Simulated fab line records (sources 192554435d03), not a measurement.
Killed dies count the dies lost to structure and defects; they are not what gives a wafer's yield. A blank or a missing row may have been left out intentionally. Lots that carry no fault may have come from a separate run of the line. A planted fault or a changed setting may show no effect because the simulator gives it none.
Which tool is to blame? + flow n5 finfet + Sampling: 12 lots, 36 wafers, 5 of 1938 route steps

## WHAT THE GAUGES READ, wafer by wafer
N5_BEOL_M6_CD_MEAS_11: target cd 38.5 nm.
| lot  | measured     | on        | cd nm (nm)     |
|------|--------------|-----------|----------------|
| L076 | day 10 23:38 | cd sem-02 | 38.7 38.0 38.3 |
| L075 | day 11 17:02 | cd sem-03 | 38.0 37.8 39.1 |
| L079 | day 12 01:39 | cd sem-01 | 38.9 38.8 39.0 |
| L081 | day 12 23:33 | cd sem-02 | 38.2 38.9 38.6 |
| L084 | day 13 04:32 | cd sem-02 | 37.7 37.6 37.3 |
| L085 | day 13 16:08 | cd sem-03 | 38.4 37.9 38.8 |
| L086 | day 14 10:38 | cd sem-03 | 38.5 39.0 38.5 |
| L089 | day 14 15:24 | cd sem-03 | 39.0 38.9 38.7 |
| L092 | day 15 07:46 | cd sem-03 | 38.5 38.9 38.3 |
| L093 | day 15 20:29 | cd sem-02 | 38.8 38.6 38.3 |
| L095 | day 16 01:10 | cd sem-03 | 39.1 38.2 38.5 |
| L097 | day 16 09:11 | cd sem-01 | 37.8 38.6 37.6 |

## WHICH TOOL RAN EACH LOT (tool, then ch and the chambers of the sampled wafers, then the start)
| lot  | N5_BEOL_M5_CURE_80            | N5_BEOL_M5_DEGAS_44          | N5_BEOL_M5_SPUTTER_83        | N5_BEOL_M5_ANNEAL_89         |
|------|-------------------------------|------------------------------|------------------------------|------------------------------|
| L076 | uv cure-01 ch 2, day 10 15:03 | pvd sputter-01, day 10 15:49 | pvd sputter-03, day 10 18:40 | pvd sputter-03, day 10 19:49 |
| L075 | uv cure-02 ch 2, day 11 07:22 | pvd sputter-02, day 11 07:43 | pvd sputter-01, day 11 11:26 | pvd sputter-01, day 11 12:37 |
| L079 | uv cure-03 ch 1, day 11 15:55 | pvd sputter-02, day 11 16:36 | pvd sputter-03, day 11 19:33 | pvd sputter-03, day 11 20:43 |
| L081 | uv cure-02 ch 1, day 12 12:44 | pvd sputter-02, day 12 13:23 | pvd sputter-03, day 12 16:19 | pvd sputter-03, day 12 17:29 |
| L084 | uv cure-01 ch 1, day 12 18:53 | pvd sputter-01, day 12 19:31 | pvd sputter-03, day 12 23:59 | pvd sputter-03, day 13 01:09 |
| L085 | uv cure-02 ch 0, day 13 06:50 | pvd sputter-01, day 13 07:28 | pvd sputter-03, day 13 10:15 | pvd sputter-03, day 13 11:25 |
| L086 | uv cure-01 ch 0, day 14 00:46 | pvd sputter-03, day 14 01:05 | pvd sputter-03, day 14 05:20 | pvd sputter-03, day 14 06:30 |
| L089 | uv cure-02 ch 2, day 14 06:30 | pvd sputter-01, day 14 06:49 | pvd sputter-03, day 14 09:50 | pvd sputter-03, day 14 11:00 |
| L092 | uv cure-03 ch 2, day 14 22:55 | pvd sputter-03, day 14 23:22 | pvd sputter-02, day 15 02:18 | pvd sputter-02, day 15 03:28 |
| L093 | uv cure-02 ch 2, day 15 04:13 | pvd sputter-03, day 15 04:44 | pvd sputter-03, day 15 13:04 | pvd sputter-03, day 15 14:14 |
| L095 | uv cure-03 ch 2, day 15 15:45 | pvd sputter-01, day 15 16:16 | pvd sputter-01, day 15 19:07 | pvd sputter-01, day 15 20:17 |
| L097 | uv cure-03 ch 2, day 15 21:10 | pvd sputter-03, day 15 21:35 | pvd sputter-02, day 16 01:57 | pvd sputter-02, day 16 03:07 |
- N5_BEOL_M5_CURE_80: cures SiCOH lowk, time 120 s.
- N5_BEOL_M5_DEGAS_44: time 60 s.
- N5_BEOL_M5_SPUTTER_83: material Cu, target thk 15 nm, time 27.62 s.
- N5_BEOL_M5_ANNEAL_89: time 1800 s.

## THE ANSWER, worked out from the rows above alone
Rule: the usual values come from the lots themselves. The widest of any qualifying gaps counts: lots, ordered by their means at a reading, are off when they make up no more than a third of the lots, leave a main group of 4 or more, and stand apart from it by 3 or more times the standard deviation of that group's means. The tables above print the reading to a certain number of digits; a main group whose means all agree to those digits is not used. Also off: a lot with no number at a reading for which 4 or more lots have one. All remaining lots with rows at the step are treated as sound.
Across all readings shown, no lot is off: no conclusion can be drawn from this.

## WHAT HAD BEEN PUT IN BY THE SIMULATOR
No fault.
